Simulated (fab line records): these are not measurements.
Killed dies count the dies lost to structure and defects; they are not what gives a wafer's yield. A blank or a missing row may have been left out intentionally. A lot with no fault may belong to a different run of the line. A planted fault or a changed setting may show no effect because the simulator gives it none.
Which tool is to blame? :: flow nandHarc :: Sampling: 24 lots, 72 wafers, 6 of 1302 route steps

## WHAT THE GAUGES READ, wafer by wafer
The record lacks any reading of a measuring or inspecting step that a usual standard deviation could be used to judge.

## WHAT TOOL EACH LOT RAN ON (gives the tool, then ch and the chambers of the sampled wafers, and finally the start)
lot: L075
NHARC_A_CONTACT_ETCH_116: harCapEtch-03 ch 0,1, day 21 14:03
NHARC_A_CONTACT_ETCH_118: harCapEtch-03 ch 0,1, day 21 14:23
NHARC_A_CONTACT_ETCH_123: harCapEtch-03 ch 0,1, day 21 15:14
NHARC_A_CONTACT_ETCH_75: rieDiel-02 ch 0,2,3, day 21 23:37
NHARC_A_CONTACT_ETCH_77: rieDiel-02 ch 0,1, day 22 06:34 or earlier
NHARC_A_CONTACT_DEP_85: pecvd-02 ch 0,1,2, day 22 06:34

lot: L074
NHARC_A_CONTACT_ETCH_116: harCapEtch-02 ch 0,1, day 21 19:32
NHARC_A_CONTACT_ETCH_118: harCapEtch-02 ch 0,1, day 21 19:52
NHARC_A_CONTACT_ETCH_123: harCapEtch-02 ch 0,1, day 21 20:44
NHARC_A_CONTACT_ETCH_75: rieDiel-13 ch 1,2, day 22 03:10
NHARC_A_CONTACT_ETCH_77: rieDiel-13 ch 1,2, day 22 10:26 or earlier
NHARC_A_CONTACT_DEP_85: pecvd-03 ch 1,2, day 22 10:26

lot: L076
NHARC_A_CONTACT_ETCH_116: harCapEtch-02 ch 0,1, day 22 06:13
NHARC_A_CONTACT_ETCH_118: harCapEtch-02 ch 0,1, day 22 06:34
NHARC_A_CONTACT_ETCH_123: harCapEtch-02 ch 0,1, day 22 07:32
NHARC_A_CONTACT_ETCH_75: rieDiel-02 ch 2,3, day 22 14:40
NHARC_A_CONTACT_ETCH_77: rieDiel-02 ch 1,2, day 22 22:25 or earlier
NHARC_A_CONTACT_DEP_85: pecvd-02 ch 0,2, day 22 22:25

lot: L077
NHARC_A_CONTACT_ETCH_116: harCapEtch-03 ch 0,1, day 22 17:00
NHARC_A_CONTACT_ETCH_118: harCapEtch-03 ch 0,1, day 22 17:21
NHARC_A_CONTACT_ETCH_123: harCapEtch-03 ch 0,1, day 22 18:12
NHARC_A_CONTACT_ETCH_75: rieDiel-13 ch 1,2,3, day 23 01:16
NHARC_A_CONTACT_ETCH_77: rieDiel-13 ch 0,1,2, day 23 11:46 or earlier
NHARC_A_CONTACT_DEP_85: pecvd-02 ch 1,2, day 23 11:46

lot: L078
NHARC_A_CONTACT_ETCH_116: harCapEtch-01 ch 0,1, day 22 21:15
NHARC_A_CONTACT_ETCH_118: harCapEtch-01 ch 0,1, day 22 21:36
NHARC_A_CONTACT_ETCH_123: harCapEtch-01 ch 0,1, day 22 22:28
NHARC_A_CONTACT_ETCH_75: rieDiel-02 ch 0,3, day 23 05:08
NHARC_A_CONTACT_ETCH_77: rieDiel-02 ch 0,2,3, day 23 14:10 or earlier
NHARC_A_CONTACT_DEP_85: pecvd-03 ch 0,1, day 23 14:10

lot: L079
NHARC_A_CONTACT_ETCH_116: harCapEtch-02 ch 0,1, day 23 08:14
NHARC_A_CONTACT_ETCH_118: harCapEtch-02 ch 0,1, day 23 08:35
NHARC_A_CONTACT_ETCH_123: harCapEtch-02 ch 0,1, day 23 09:29
NHARC_A_CONTACT_ETCH_75: rieDiel-03 ch 0,2,3, day 23 18:20
NHARC_A_CONTACT_ETCH_77: rieDiel-03 ch 0,2,3, day 24 01:29 or earlier
NHARC_A_CONTACT_DEP_85: pecvd-02 ch 0,2, day 24 01:29

lot: L080
NHARC_A_CONTACT_ETCH_116: harCapEtch-01 ch 0,1, day 23 16:30
NHARC_A_CONTACT_ETCH_118: harCapEtch-01 ch 0,1, day 23 16:50
NHARC_A_CONTACT_ETCH_123: harCapEtch-01 ch 0,1, day 23 17:41
NHARC_A_CONTACT_ETCH_75: rieDiel-02 ch 0,1,2, day 24 00:47
NHARC_A_CONTACT_ETCH_77: rieDiel-02 ch 0,2,3, day 24 12:44 or earlier
NHARC_A_CONTACT_DEP_85: pecvd-03 ch 0,1, day 24 12:44

lot: L081
NHARC_A_CONTACT_ETCH_116: harCapEtch-02 ch 0,1, day 23 22:17
NHARC_A_CONTACT_ETCH_118: harCapEtch-02 ch 0,1, day 23 22:38
NHARC_A_CONTACT_ETCH_123: harCapEtch-02 ch 0,1, day 23 23:32
NHARC_A_CONTACT_ETCH_75: rieDiel-03 ch 0,2,3, day 24 06:22
NHARC_A_CONTACT_ETCH_77: rieDiel-03 ch 1,2,3, day 24 16:10 or earlier
NHARC_A_CONTACT_DEP_85: pecvd-02 ch 0,1,2, day 24 16:10

lot: L082
NHARC_A_CONTACT_ETCH_116: harCapEtch-02 ch 0,1, day 25 03:10
NHARC_A_CONTACT_ETCH_118: harCapEtch-02 ch 0,1, day 25 03:30
NHARC_A_CONTACT_ETCH_123: harCapEtch-02 ch 0,1, day 25 04:25
NHARC_A_CONTACT_ETCH_75: rieDiel-02 ch 0,2,3, day 25 10:41
NHARC_A_CONTACT_ETCH_77: rieDiel-02 ch 0,2, day 25 18:08 or earlier
NHARC_A_CONTACT_DEP_85: pecvd-04 ch 1,2, day 25 18:08

lot: L083
NHARC_A_CONTACT_ETCH_116: harCapEtch-01 ch 0, day 25 09:16
NHARC_A_CONTACT_ETCH_118: harCapEtch-01 ch 0, day 25 09:37
NHARC_A_CONTACT_ETCH_123: harCapEtch-01 ch 0, day 25 10:31
NHARC_A_CONTACT_ETCH_75: rieDiel-03 ch 1,2, day 25 18:10
NHARC_A_CONTACT_ETCH_77: rieDiel-03 ch 0,1,3, day 26 02:38 or earlier
NHARC_A_CONTACT_DEP_85: pecvd-03 ch 0,1, day 26 02:38

lot: L084
NHARC_A_CONTACT_ETCH_116: harCapEtch-02 ch 0,1, day 25 17:34
NHARC_A_CONTACT_ETCH_118: harCapEtch-02 ch 0,1, day 25 17:54
NHARC_A_CONTACT_ETCH_123: harCapEtch-02 ch 0,1, day 25 18:49
NHARC_A_CONTACT_ETCH_75: rieDiel-02 ch 2,3, day 26 02:02
NHARC_A_CONTACT_ETCH_77: rieDiel-02 ch 0,1,3, day 26 08:53 or earlier
NHARC_A_CONTACT_DEP_85: pecvd-02 ch 0,1, day 26 08:53

lot: L086
NHARC_A_CONTACT_ETCH_116: harCapEtch-02 ch 0,1, day 26 00:47
NHARC_A_CONTACT_ETCH_118: harCapEtch-02 ch 0,1, day 26 01:07
NHARC_A_CONTACT_ETCH_123: harCapEtch-02 ch 0,1, day 26 02:02
NHARC_A_CONTACT_ETCH_75: rieDiel-02 ch 0,1,2, day 26 08:57
NHARC_A_CONTACT_ETCH_77: rieDiel-02 ch 1,3, day 26 15:59 or earlier
NHARC_A_CONTACT_DEP_85: pecvd-03 ch 0,1, day 26 15:59

lot: L085
NHARC_A_CONTACT_ETCH_116: harCapEtch-03 ch 0,1, day 26 00:58
NHARC_A_CONTACT_ETCH_118: harCapEtch-03 ch 0,1, day 26 01:19
NHARC_A_CONTACT_ETCH_123: harCapEtch-03 ch 0,1, day 26 02:10
NHARC_A_CONTACT_ETCH_75: rieDiel-03 ch 1,3, day 26 09:20
NHARC_A_CONTACT_ETCH_77: rieDiel-03 ch 0,2,3, day 26 16:22 or earlier
NHARC_A_CONTACT_DEP_85: pecvd-04 ch 0,1,2, day 26 16:22

lot: L087
NHARC_A_CONTACT_ETCH_116: harCapEtch-02 ch 0,1, day 27 07:43
NHARC_A_CONTACT_ETCH_118: harCapEtch-02 ch 0,1, day 27 08:04
NHARC_A_CONTACT_ETCH_123: harCapEtch-02 ch 0,1, day 27 08:55
NHARC_A_CONTACT_ETCH_75: rieDiel-02 ch 0,3, day 27 15:22
NHARC_A_CONTACT_ETCH_77: rieDiel-02 ch 0,1,2, day 27 22:38 or earlier
NHARC_A_CONTACT_DEP_85: pecvd-03 ch 0,1, day 27 22:38

lot: L088
NHARC_A_CONTACT_ETCH_116: harCapEtch-01 ch 0,1, day 27 07:49
NHARC_A_CONTACT_ETCH_118: harCapEtch-01 ch 0,1, day 27 08:16
NHARC_A_CONTACT_ETCH_123: harCapEtch-01 ch 0,1, day 27 09:29
NHARC_A_CONTACT_ETCH_75: rieDiel-13 ch 2,3, day 27 16:25
NHARC_A_CONTACT_ETCH_77: rieDiel-13 ch 2,3, day 27 17:13
NHARC_A_CONTACT_DEP_85: pecvd-03 ch 0,2, day 28 00:24

lot: L089
NHARC_A_CONTACT_ETCH_116: harCapEtch-02 ch 0,1, day 28 18:01
NHARC_A_CONTACT_ETCH_118: harCapEtch-02 ch 0,1, day 28 18:21
NHARC_A_CONTACT_ETCH_123: harCapEtch-02 ch 0,1, day 28 19:13
NHARC_A_CONTACT_ETCH_75: rieDiel-02 ch 0,1, day 29 02:22
NHARC_A_CONTACT_ETCH_77: rieDiel-02 ch 0,1, day 29 13:19 or earlier
NHARC_A_CONTACT_DEP_85: pecvd-02 ch 1,2, day 29 13:19

lot: L090
NHARC_A_CONTACT_ETCH_116: harCapEtch-01 ch 0, day 28 18:30
NHARC_A_CONTACT_ETCH_118: harCapEtch-01 ch 0, day 28 18:57
NHARC_A_CONTACT_ETCH_123: harCapEtch-01 ch 0, day 28 20:05
NHARC_A_CONTACT_ETCH_75: rieDiel-13 ch 1,2,3, day 29 05:37
NHARC_A_CONTACT_ETCH_77: rieDiel-13 ch 1,3, day 29 14:29 or earlier
NHARC_A_CONTACT_DEP_85: pecvd-02 ch 0,1, day 29 14:29

lot: L091
NHARC_A_CONTACT_ETCH_116: harCapEtch-01 ch 0,1, day 29 08:41
NHARC_A_CONTACT_ETCH_118: harCapEtch-01 ch 0,1, day 29 09:01
NHARC_A_CONTACT_ETCH_123: harCapEtch-01 ch 0,1, day 29 09:59
NHARC_A_CONTACT_ETCH_75: rieDiel-13 ch 2,3, day 29 18:54
NHARC_A_CONTACT_ETCH_77: rieDiel-13 ch 1,2,3, day 30 02:23 or earlier
NHARC_A_CONTACT_DEP_85: pecvd-03 ch 0,1,2, day 30 02:23

lot: L094
NHARC_A_CONTACT_ETCH_116: harCapEtch-03 ch 1, day 29 13:26
NHARC_A_CONTACT_ETCH_118: harCapEtch-03 ch 1, day 29 13:53
NHARC_A_CONTACT_ETCH_123: harCapEtch-03 ch 1, day 29 15:01
NHARC_A_CONTACT_ETCH_75: rieDiel-02 ch 1,3, day 29 22:58
NHARC_A_CONTACT_ETCH_77: rieDiel-02 ch 0,2, day 30 08:09 or earlier
NHARC_A_CONTACT_DEP_85: pecvd-04 ch 0,1,2, day 30 08:09

lot: L092
NHARC_A_CONTACT_ETCH_116: harCapEtch-02 ch 0,1, day 29 14:25
NHARC_A_CONTACT_ETCH_118: harCapEtch-02 ch 0,1, day 29 14:46
NHARC_A_CONTACT_ETCH_123: harCapEtch-02 ch 0,1, day 29 15:37
NHARC_A_CONTACT_ETCH_75: rieDiel-13 ch 0,2, day 29 23:07
NHARC_A_CONTACT_ETCH_77: rieDiel-13 ch 0,1,2, day 30 06:04 or earlier
NHARC_A_CONTACT_DEP_85: pecvd-02 ch 1,2, day 30 06:04

lot: L093
NHARC_A_CONTACT_ETCH_116: harCapEtch-02 ch 0,1, day 29 20:32
NHARC_A_CONTACT_ETCH_118: harCapEtch-02 ch 0,1, day 29 20:53
NHARC_A_CONTACT_ETCH_123: harCapEtch-02 ch 0,1, day 29 21:47
NHARC_A_CONTACT_ETCH_75: rieDiel-02 ch 1,2,3, day 30 04:39
NHARC_A_CONTACT_ETCH_77: rieDiel-02 ch 2,3, day 30 11:34 or earlier
NHARC_A_CONTACT_DEP_85: pecvd-04 ch 0,1,2, day 30 11:34

lot: L096
NHARC_A_CONTACT_ETCH_116: harCapEtch-02 ch 1, day 30 13:27
NHARC_A_CONTACT_ETCH_118: harCapEtch-02 ch 1, day 30 13:48
NHARC_A_CONTACT_ETCH_123: harCapEtch-02 ch 1, day 30 14:43
NHARC_A_CONTACT_ETCH_75: rieDiel-02 ch 1,2, day 30 20:56
NHARC_A_CONTACT_ETCH_77: rieDiel-02 ch 1,3, day 31 04:19 or earlier
NHARC_A_CONTACT_DEP_85: pecvd-02 ch 0,1, day 31 04:19

lot: L097
NHARC_A_CONTACT_ETCH_116: harCapEtch-03 ch 0,1, day 30 13:55
NHARC_A_CONTACT_ETCH_118: harCapEtch-03 ch 0,1, day 30 14:16
NHARC_A_CONTACT_ETCH_123: harCapEtch-03 ch 0,1, day 30 15:10
NHARC_A_CONTACT_ETCH_75: rieDiel-13 ch 0,2,3, day 30 23:22
NHARC_A_CONTACT_ETCH_77: rieDiel-13 ch 0,2,3, day 31 06:59 or earlier
NHARC_A_CONTACT_DEP_85: pecvd-02 ch 0,2, day 31 06:59

lot: L095
NHARC_A_CONTACT_ETCH_116: harCapEtch-02 ch 0,1, day 30 18:02
NHARC_A_CONTACT_ETCH_118: harCapEtch-02 ch 0,1, day 30 18:22
NHARC_A_CONTACT_ETCH_123: harCapEtch-02 ch 0,1, day 30 19:14
NHARC_A_CONTACT_ETCH_75: rieDiel-02 ch 2,3, day 31 06:08
NHARC_A_CONTACT_ETCH_77: rieDiel-02 ch 0,1, day 31 13:15 or earlier
NHARC_A_CONTACT_DEP_85: pecvd-02 ch 0,1, day 31 13:15
- NHARC_A_CONTACT_ETCH_116: etches the open film in C4F8/O2/Ar, time 190 s, target depth 1850 nm.
- NHARC_A_CONTACT_ETCH_118: etches the open film in C4F8/O2/Ar, time 190 s, target depth 1850 nm.
- NHARC_A_CONTACT_ETCH_123: etches the open film in C4F8/O2/Ar, time 490 s, target depth 2110 nm.
- NHARC_A_CONTACT_ETCH_75: etches the open film in CF4, target depth 39 nm, time 65 s.
- NHARC_A_CONTACT_ETCH_77: etches the open film in CF4/CHF3, target depth 108.9 nm, time 54.5 s.
- NHARC_A_CONTACT_DEP_85: deposits SiON, target thk 60 nm.

## WHAT THE TOOLS THEMSELVES READ (means of the sampled wafers that have a number; where no wafer has one, the mark that the record gives instead)
NHARC_A_CONTACT_ETCH_75.
lot: L075
tool: rieDiel-02
drypumpMotorCurrentA (A): 5.7
oesProductAu (a.u.): 1.004
rfVppV (V): 151.9
showerheadPlenumPTorr (Torr): 1.79
throttleValvePct (%): 13.280

lot: L074
tool: rieDiel-13
drypumpMotorCurrentA (A): 6.4
oesProductAu (a.u.): 0.989
rfVppV (V): 152.0
showerheadPlenumPTorr (Torr): 1.85
throttleValvePct (%): 13.291

lot: L076
tool: rieDiel-02
drypumpMotorCurrentA (A): 5.6
oesProductAu (a.u.): 1.009
rfVppV (V): 151.9
showerheadPlenumPTorr (Torr): 1.80
throttleValvePct (%): 13.285

lot: L077
tool: rieDiel-13
drypumpMotorCurrentA (A): 6.1
oesProductAu (a.u.): 1.004
rfVppV (V): 151.6
showerheadPlenumPTorr (Torr): 1.85
throttleValvePct (%): 13.282

lot: L078
tool: rieDiel-02
drypumpMotorCurrentA (A): 5.5
oesProductAu (a.u.): 1.003
rfVppV (V): 151.7
showerheadPlenumPTorr (Torr): 1.83
throttleValvePct (%): 13.287

lot: L079
tool: rieDiel-03
drypumpMotorCurrentA (A): 6.0
oesProductAu (a.u.): 1.003
rfVppV (V): 151.9
showerheadPlenumPTorr (Torr): 1.75
throttleValvePct (%): 13.286

lot: L080
tool: rieDiel-02
drypumpMotorCurrentA (A): 5.5
oesProductAu (a.u.): 1.001
rfVppV (V): 151.3
showerheadPlenumPTorr (Torr): 1.76
throttleValvePct (%): 13.288

lot: L081
tool: rieDiel-03
drypumpMotorCurrentA (A): 6.0
oesProductAu (a.u.): 1.002
rfVppV (V): 151.6
showerheadPlenumPTorr (Torr): 1.75
throttleValvePct (%): 13.282

lot: L082
tool: rieDiel-02
drypumpMotorCurrentA (A): 5.6
oesProductAu (a.u.): 0.987
rfVppV (V): 151.5
showerheadPlenumPTorr (Torr): 1.79
throttleValvePct (%): 13.277

lot: L083
tool: rieDiel-03
drypumpMotorCurrentA (A): 6.1
oesProductAu (a.u.): 0.992
rfVppV (V): 150.7
showerheadPlenumPTorr (Torr): 1.75
throttleValvePct (%): 13.280

lot: L084
tool: rieDiel-02
drypumpMotorCurrentA (A): 5.6
oesProductAu (a.u.): 0.991
rfVppV (V): 152.7
showerheadPlenumPTorr (Torr): 1.79
throttleValvePct (%): 13.278

lot: L086
tool: rieDiel-02
drypumpMotorCurrentA (A): 5.5
oesProductAu (a.u.): 0.982
rfVppV (V): 151.6
showerheadPlenumPTorr (Torr): 1.76
throttleValvePct (%): 13.286

lot: L085
tool: rieDiel-03
drypumpMotorCurrentA (A): 6.0
oesProductAu (a.u.): 0.987
rfVppV (V): 152.7
showerheadPlenumPTorr (Torr): 1.86
throttleValvePct (%): 13.289

lot: L087
tool: rieDiel-02
drypumpMotorCurrentA (A): 5.5
oesProductAu (a.u.): 0.979
rfVppV (V): 151.9
showerheadPlenumPTorr (Torr): 1.82
throttleValvePct (%): 13.285

lot: L088
tool: rieDiel-13
drypumpMotorCurrentA (A): 6.2
oesProductAu (a.u.): 0.997
rfVppV (V): 151.2
showerheadPlenumPTorr (Torr): 1.79
throttleValvePct (%): 13.278

lot: L089
tool: rieDiel-02
drypumpMotorCurrentA (A): 5.3
oesProductAu (a.u.): 0.991
rfVppV (V): 151.3
showerheadPlenumPTorr (Torr): 1.78
throttleValvePct (%): 13.285

lot: L090
tool: rieDiel-13
drypumpMotorCurrentA (A): 6.2
oesProductAu (a.u.): 1.000
rfVppV (V): 151.7
showerheadPlenumPTorr (Torr): 1.84
throttleValvePct (%): 13.287

lot: L091
tool: rieDiel-13
drypumpMotorCurrentA (A): 6.2
oesProductAu (a.u.): 1.014
rfVppV (V): 151.9
showerheadPlenumPTorr (Torr): 1.78
throttleValvePct (%): 13.290

lot: L094
tool: rieDiel-02
drypumpMotorCurrentA (A): 5.3
oesProductAu (a.u.): 1.005
rfVppV (V): 151.3
showerheadPlenumPTorr (Torr): 1.79
throttleValvePct (%): 13.278

lot: L092
tool: rieDiel-13
drypumpMotorCurrentA (A): 6.4
oesProductAu (a.u.): 1.017
rfVppV (V): 151.3
showerheadPlenumPTorr (Torr): 1.75
throttleValvePct (%): 13.285

lot: L093
tool: rieDiel-02
drypumpMotorCurrentA (A): 5.5
oesProductAu (a.u.): 1.008
rfVppV (V): 151.6
showerheadPlenumPTorr (Torr): 1.76
throttleValvePct (%): 13.284

lot: L096
tool: rieDiel-02
drypumpMotorCurrentA (A): 5.6
oesProductAu (a.u.): 0.988
rfVppV (V): 149.9
showerheadPlenumPTorr (Torr): 1.71
throttleValvePct (%): 13.281

lot: L097
tool: rieDiel-13
drypumpMotorCurrentA (A): 6.1
oesProductAu (a.u.): 1.011
rfVppV (V): 150.9
showerheadPlenumPTorr (Torr): 1.80
throttleValvePct (%): 13.285

lot: L095
tool: rieDiel-02
drypumpMotorCurrentA (A): 5.8
oesProductAu (a.u.): 0.986
rfVppV (V): 150.9
showerheadPlenumPTorr (Torr): 1.74
throttleValvePct (%): 13.284

NHARC_A_CONTACT_ETCH_77.
lot: L075
tool: rieDiel-02
chf3FlowSccm (sccm): 30.07
drypumpMotorCurrentA (A): 5.4
oesProductAu (a.u.): 0.923
rfVppV (V): 371.6
showerheadPlenumPTorr (Torr): 1.60
throttleValvePct (%): 16.799

lot: L074
tool: rieDiel-13
chf3FlowSccm (sccm): 29.99
drypumpMotorCurrentA (A): 6.5
oesProductAu (a.u.): 0.928
rfVppV (V): 373.0
showerheadPlenumPTorr (Torr): 1.60
throttleValvePct (%): 16.801

lot: L076
tool: rieDiel-02
chf3FlowSccm (sccm): 30.00
drypumpMotorCurrentA (A): 5.6
oesProductAu (a.u.): 0.977
rfVppV (V): 369.4
showerheadPlenumPTorr (Torr): 1.53
throttleValvePct (%): 16.808

lot: L077
tool: rieDiel-13
chf3FlowSccm (sccm): 30.05
drypumpMotorCurrentA (A): 6.4
oesProductAu (a.u.): 0.958
rfVppV (V): 373.2
showerheadPlenumPTorr (Torr): 1.62
throttleValvePct (%): 16.807

lot: L078
tool: rieDiel-02
chf3FlowSccm (sccm): 29.92
drypumpMotorCurrentA (A): 5.6
oesProductAu (a.u.): 0.928
rfVppV (V): 370.3
showerheadPlenumPTorr (Torr): 1.59
throttleValvePct (%): 16.797

lot: L079
tool: rieDiel-03
chf3FlowSccm (sccm): 29.99
drypumpMotorCurrentA (A): 6.0
oesProductAu (a.u.): 0.926
rfVppV (V): 369.9
showerheadPlenumPTorr (Torr): 1.55
throttleValvePct (%): 16.792

lot: L080
tool: rieDiel-02
chf3FlowSccm (sccm): 30.00
drypumpMotorCurrentA (A): 5.6
oesProductAu (a.u.): 0.935
rfVppV (V): 370.8
showerheadPlenumPTorr (Torr): 1.59
throttleValvePct (%): 16.805

lot: L081
tool: rieDiel-03
chf3FlowSccm (sccm): 30.01
drypumpMotorCurrentA (A): 6.0
oesProductAu (a.u.): 0.917
rfVppV (V): 372.0
showerheadPlenumPTorr (Torr): 1.61
throttleValvePct (%): 16.801

lot: L082
tool: rieDiel-02
chf3FlowSccm (sccm): 29.98
drypumpMotorCurrentA (A): 5.6
oesProductAu (a.u.): 0.903
rfVppV (V): 370.9
showerheadPlenumPTorr (Torr): 1.58
throttleValvePct (%): 16.803

lot: L083
tool: rieDiel-03
chf3FlowSccm (sccm): 29.96
drypumpMotorCurrentA (A): 6.1
oesProductAu (a.u.): 0.924
rfVppV (V): 371.0
showerheadPlenumPTorr (Torr): 1.62
throttleValvePct (%): 16.796

lot: L084
tool: rieDiel-02
chf3FlowSccm (sccm): 29.87
drypumpMotorCurrentA (A): 5.4
oesProductAu (a.u.): 0.918
rfVppV (V): 371.8
showerheadPlenumPTorr (Torr): 1.61
throttleValvePct (%): 16.806

lot: L086
tool: rieDiel-02
chf3FlowSccm (sccm): 30.07
drypumpMotorCurrentA (A): 5.3
oesProductAu (a.u.): 0.922
rfVppV (V): 370.8
showerheadPlenumPTorr (Torr): 1.59
throttleValvePct (%): 16.804

lot: L085
tool: rieDiel-03
chf3FlowSccm (sccm): 30.01
drypumpMotorCurrentA (A): 6.0
oesProductAu (a.u.): 0.929
rfVppV (V): 370.3
showerheadPlenumPTorr (Torr): 1.55
throttleValvePct (%): 16.807

lot: L087
tool: rieDiel-02
chf3FlowSccm (sccm): 30.02
drypumpMotorCurrentA (A): 5.5
oesProductAu (a.u.): 0.912
rfVppV (V): 369.9
showerheadPlenumPTorr (Torr): 1.56
throttleValvePct (%): 16.807

lot: L088
tool: rieDiel-13
chf3FlowSccm (sccm): 29.98
drypumpMotorCurrentA (A): 6.2
oesProductAu (a.u.): 0.920
rfVppV (V): 370.9
showerheadPlenumPTorr (Torr): 1.60
throttleValvePct (%): 16.803

lot: L089
tool: rieDiel-02
chf3FlowSccm (sccm): 30.03
drypumpMotorCurrentA (A): 5.3
oesProductAu (a.u.): 0.957
rfVppV (V): 370.4
showerheadPlenumPTorr (Torr): 1.58
throttleValvePct (%): 16.795

lot: L090
tool: rieDiel-13
chf3FlowSccm (sccm): 29.90
drypumpMotorCurrentA (A): 5.8
oesProductAu (a.u.): 0.922
rfVppV (V): 374.5
showerheadPlenumPTorr (Torr): 1.69
throttleValvePct (%): 16.802

lot: L091
tool: rieDiel-13
chf3FlowSccm (sccm): 29.97
drypumpMotorCurrentA (A): 6.2
oesProductAu (a.u.): 0.926
rfVppV (V): 372.6
showerheadPlenumPTorr (Torr): 1.63
throttleValvePct (%): 16.808

lot: L094
tool: rieDiel-02
chf3FlowSccm (sccm): 30.06
drypumpMotorCurrentA (A): 5.8
oesProductAu (a.u.): 0.906
rfVppV (V): 369.8
showerheadPlenumPTorr (Torr): 1.54
throttleValvePct (%): 16.804

lot: L092
tool: rieDiel-13
chf3FlowSccm (sccm): 30.09
drypumpMotorCurrentA (A): 6.4
oesProductAu (a.u.): 0.933
rfVppV (V): 372.0
showerheadPlenumPTorr (Torr): 1.60
throttleValvePct (%): 16.805

lot: L093
tool: rieDiel-02
chf3FlowSccm (sccm): 29.98
drypumpMotorCurrentA (A): 5.7
oesProductAu (a.u.): 0.957
rfVppV (V): 371.3
showerheadPlenumPTorr (Torr): 1.59
throttleValvePct (%): 16.800

lot: L096
tool: rieDiel-02
chf3FlowSccm (sccm): 30.05
drypumpMotorCurrentA (A): 5.3
oesProductAu (a.u.): 0.927
rfVppV (V): 371.1
showerheadPlenumPTorr (Torr): 1.59
throttleValvePct (%): 16.804

lot: L097
tool: rieDiel-13
chf3FlowSccm (sccm): 30.00
drypumpMotorCurrentA (A): 6.1
oesProductAu (a.u.): 0.963
rfVppV (V): 371.3
showerheadPlenumPTorr (Torr): 1.60
throttleValvePct (%): 16.802

lot: L095
tool: rieDiel-02
chf3FlowSccm (sccm): 30.05
drypumpMotorCurrentA (A): 5.4
oesProductAu (a.u.): 0.918
rfVppV (V): 371.7
showerheadPlenumPTorr (Torr): 1.59
throttleValvePct (%): 16.793

NHARC_A_CONTACT_DEP_85.
lot: L075
tool: pecvd-02
heaterPowerW (W): 789
showerheadVppV (V): 1156

lot: L074
tool: pecvd-03
heaterPowerW (W): 609
showerheadVppV (V): 1208

lot: L076
tool: pecvd-02
heaterPowerW (W): 743
showerheadVppV (V): 1127

lot: L077
tool: pecvd-02
heaterPowerW (W): 764
showerheadVppV (V): 1125

lot: L078
tool: pecvd-03
heaterPowerW (W): 704
showerheadVppV (V): 1208

lot: L079
tool: pecvd-02
heaterPowerW (W): 828
showerheadVppV (V): 1154

lot: L080
tool: pecvd-03
heaterPowerW (W): 725
showerheadVppV (V): 1202

lot: L081
tool: pecvd-02
heaterPowerW (W): 760
showerheadVppV (V): 1161

lot: L082
tool: pecvd-04
heaterPowerW (W): 725
showerheadVppV (V): 1182

lot: L083
tool: pecvd-03
heaterPowerW (W): 718
showerheadVppV (V): 1189

lot: L084
tool: pecvd-02
heaterPowerW (W): 936
showerheadVppV (V): 1187

lot: L086
tool: pecvd-03
heaterPowerW (W): 654
showerheadVppV (V): 1198

lot: L085
tool: pecvd-04
heaterPowerW (W): 743
showerheadVppV (V): 1183

lot: L087
tool: pecvd-03
heaterPowerW (W): 651
showerheadVppV (V): 1197

lot: L088
tool: pecvd-03
heaterPowerW (W): 644
showerheadVppV (V): 1151

lot: L089
tool: pecvd-02
heaterPowerW (W): 793
showerheadVppV (V): 1129

lot: L090
tool: pecvd-02
heaterPowerW (W): 855
showerheadVppV (V): 1194

lot: L091
tool: pecvd-03
heaterPowerW (W): 657
showerheadVppV (V): 1190

lot: L094
tool: pecvd-04
heaterPowerW (W): 765
showerheadVppV (V): 1174

lot: L092
tool: pecvd-02
heaterPowerW (W): 750
showerheadVppV (V): 1172

lot: L093
tool: pecvd-04
heaterPowerW (W): 723
showerheadVppV (V): 1180

lot: L096
tool: pecvd-02
heaterPowerW (W): 928
showerheadVppV (V): 1181

lot: L097
tool: pecvd-02
heaterPowerW (W): 820
showerheadVppV (V): 1119

lot: L095
tool: pecvd-02
heaterPowerW (W): 824
showerheadVppV (V): 1190

## THE ANSWER, worked out from the rows above alone
Rule: what is usual is taken from the lots themselves. Put in order of their means at a reading, lots are off if they are a third of the lots or fewer, leave a main group of 4 or more, and stand apart from it by a gap of 3 or more times the standard deviation of the main group's means; of several such gaps the widest counts. A main group whose means are all the same, to the digits that the tables above print for the reading, isn't used. Also off: a lot with no number at a reading for which 4 or more lots have one. All remaining lots with rows at the step are treated as sound. Order of review: gauges by route order, followed by the tools' own readings, for which a lot's mean as printed above is used. The first step at which some lot is off is used, and at that step the reading that is off furthest; a lot without a number counts as furthest.
Nothing can be told from this: no lot is off at any reading shown.

## WHAT THE SIMULATOR HAD INSERTED
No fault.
